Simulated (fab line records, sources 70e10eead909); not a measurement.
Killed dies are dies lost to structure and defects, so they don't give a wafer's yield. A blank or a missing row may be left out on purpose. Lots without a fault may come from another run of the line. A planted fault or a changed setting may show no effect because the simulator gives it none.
A struck lot beside a sound one | flow nand_harc | 38 steps out of a route of 1302
Sound: wafers L274.1, L274.3, L274.6. Struck: wafer L283.2. (L283.1, L283.4 of the same lot were not struck and are left out.) The cause comes at the end.
At each step with rows: each side's tool, then ch and its chambers, then its first start. Under that, the readings that differ: sound wafers | struck wafers | difference of the means | sigmas: that difference in standard deviations of wafers without a fault.
alike: readings whose means differ by less than 2 such deviations, and words and numbers that are the same on both sides. not compared: withheld readings, readings that some wafer has no value for, bounds like >300 that may hide the same value, and numbers for which the record gives no deviation and whose values overlap.
The two part at a step that has a row with sigmas, a row that says differs or no value, or rows on one side only. Numbers that don't overlap but have no deviation are shown without sigmas and don't part them. A reading that every wafer of one side lacks parts them only if that side has two wafers or more.

NHARC_P_BONDPAD_OVL_MEAS_38:
  sound on overlay-01, day 6 23:25; struck on overlay-02, day 10 04:02
  reading           | sound    | struck | difference | sigmas
  overlay_x_nm (nm) | -8 -7 -8 | 4      | +12        | +2
  overlay_y_nm (nm) | 13 13 13 | -4     | -17        | -3
then, 4 steps without rows for these wafers: NHARC_P_BONDPAD_HARDBAKE_10 (time 65 s); NHARC_P_BONDPAD_DESCUM_11 (chemistry O2, time 3 s); NHARC_P_BONDPAD_ETCH_37 (etches the open film in N2/H2, target depth 60 nm, overetch 18 nm, time 65.91 s); NHARC_P_BONDPAD_ETCH_12 (etches the open film in CHF3/O2, target depth 200 nm, time 100 s).
NHARC_P_BONDPAD_CD_MEAS_13:
  sound on cd_sem-01, day 6 23:52; struck on cd_sem-03, day 10 04:29
  alike: cd_nm
then, 3 steps without rows for these wafers: NHARC_P_BONDPAD_STRIP_15 (strips in O2); NHARC_P_BONDPAD_ETCH_24 (etches the open film in CF4/N2, target depth 30 nm, time 72.99 s); NHARC_P_BONDPAD_STRIP_16 (strips in post etch residue remover, time 600 s).
NHARC_P_BONDPAD_DEGAS_25: time 60 s.
  sound on pvd_sputter-01, day 7 00:29; struck on pvd_sputter-03, day 10 05:06
  reading            | sound       | struck | difference | sigmas
  heater_power_w (W) | 488 391 391 | 524    | +101       | +2
NHARC_P_BONDPAD_PRE_CLEAN_26: time 30 s.
  sound on pvd_sputter-01; struck on pvd_sputter-03
  alike: heater_power_w
then, 1 step without rows for these wafers: NHARC_P_BONDPAD_PVD_17 (deposits TaN, target thk 5 nm, time 8.06 s).
NHARC_P_BONDPAD_PVD_27: deposits Cu, target thk 30 nm, time 20.49 s.
  sound on pvd_sputter-01, day 7 00:43; struck on pvd_sputter-03, day 10 05:19
  alike: throttle_valve_pct
then, 2 steps without rows for these wafers: NHARC_P_BONDPAD_ECD_18 (material Cu, target thk 400 nm); NHARC_P_BONDPAD_ANNEAL_28 (time 90 s).
NHARC_P_BONDPAD_CMP_19: polishes, t overpolish 30 s, cu recess touch 16 s, target thk 160.81 nm.
  sound on cmp-04 ch 0,1, day 7 01:34; struck on cmp-01 ch 3, day 10 06:11
  alike: motor_current_A, overpolish_run_s
  not compared: pad_life_wafers
then, 15 steps without rows for these wafers: NHARC_P_BONDPAD_SRD_21 (time 30 s, dry time 20 s); NHARC_P_BONDPAD_ACTIVATE_29 (chemistry N2, time 60 s); NHARC_P_BONDPAD_PRECLEAN_30 (cleans in DIW, time 300 s); NHARC_P_BONDPAD_SRD_31 (time 30 s, dry time 20 s); NHARC_A_ZERO_WELL_PRECLEAN_00 (cleans in SPM, time 600 s); NHARC_A_ZERO_WELL_SRD_01; NHARC_A_ZERO_WELL_DEHYDRATE_02 (time 120 s); NHARC_A_ZERO_WELL_HMDS_03 (time 30 s); NHARC_A_ZERO_WELL_COAT_18 (time 65 s); NHARC_A_ZERO_WELL_COAT_04 (resist thk 600 nm); NHARC_A_ZERO_WELL_SOFTBAKE_05 (time 70 s); NHARC_A_ZERO_WELL_EBR_06; NHARC_A_ZERO_WELL_EXPOSE_07 (exposes mask A ZERO); NHARC_A_ZERO_WELL_PEB_08 (peb time 80 s); NHARC_A_ZERO_WELL_DEVELOP_09 (time 50 s).
NHARC_A_ZERO_WELL_CD_MEAS_10: target cd 2000 nm.
  sound on cd_sem-01 ch 0, day 7 03:19; struck on cd_sem-02 ch 0, day 10 08:02
  alike: cd_nm
then, 1 step without rows for these wafers: NHARC_A_ZERO_WELL_HARDBAKE_11 (time 65 s).
NHARC_A_ZERO_WELL_DESCUM_12: chemistry O2, time 3 s.
  sound on rie_diel-11 ch 0,2,3, day 7 03:29; struck on rie_diel-11 ch 3, day 10 08:14
  alike: drypump_motor_current_A, oes_product_au, rf_vpp_V, showerhead_plenum_p_Torr, throttle_valve_pct
  not compared: rf_hours_counter_h
NHARC_A_ZERO_WELL_ETCH_19: etches the open film in N2/H2, target depth 80 nm, overetch 24 nm, time 87.88 s.
  sound on rie_diel-11 ch 0,2,3, day 7 03:34; struck on rie_diel-11 ch 1, day 10 08:19
  alike: drypump_motor_current_A, oes_product_au, rf_vpp_V, showerhead_plenum_p_Torr, throttle_valve_pct
  not compared: rf_hours_counter_h
then, 2 steps without rows for these wafers: NHARC_A_ZERO_WELL_ETCH_13 (etches the open film in HBr/Cl2, target depth 120 nm, time 40.1 s); NHARC_A_ZERO_WELL_STRIP_14 (strips in SPM, time 900 s).
-- the record jumps here: 18 days lie between the struck wafers' starts before and after (it left off in module A_ZERO_WELL and takes up again in module END, whose first step shown is number 1302 of the route) --
NHARC_END_SORT_01:
  sound on prober-01 ch 0, day 24 14:37; struck on prober-01 ch 0, day 28 05:09
  reading                  | sound          | struck | difference | sigmas
  defect_limited_yield (%) | 91.4 92.3 92.9 | 80.8   | -11.4      | -5
  killed_at_periphery      | 8 7 6          | 81     | +74        | +25
  killed_dies              | 58 52 48       | 130    | +77        | +5
  killed_short             | 1 3 3          | 6      | +4         | +2
  alike: killed_at_array, killed_at_other, killed_open

WHERE THEY PART
First at NHARC_P_BONDPAD_OVL_MEAS_38; last, within this record, at NHARC_END_SORT_01.

WHY: what the simulator had put in
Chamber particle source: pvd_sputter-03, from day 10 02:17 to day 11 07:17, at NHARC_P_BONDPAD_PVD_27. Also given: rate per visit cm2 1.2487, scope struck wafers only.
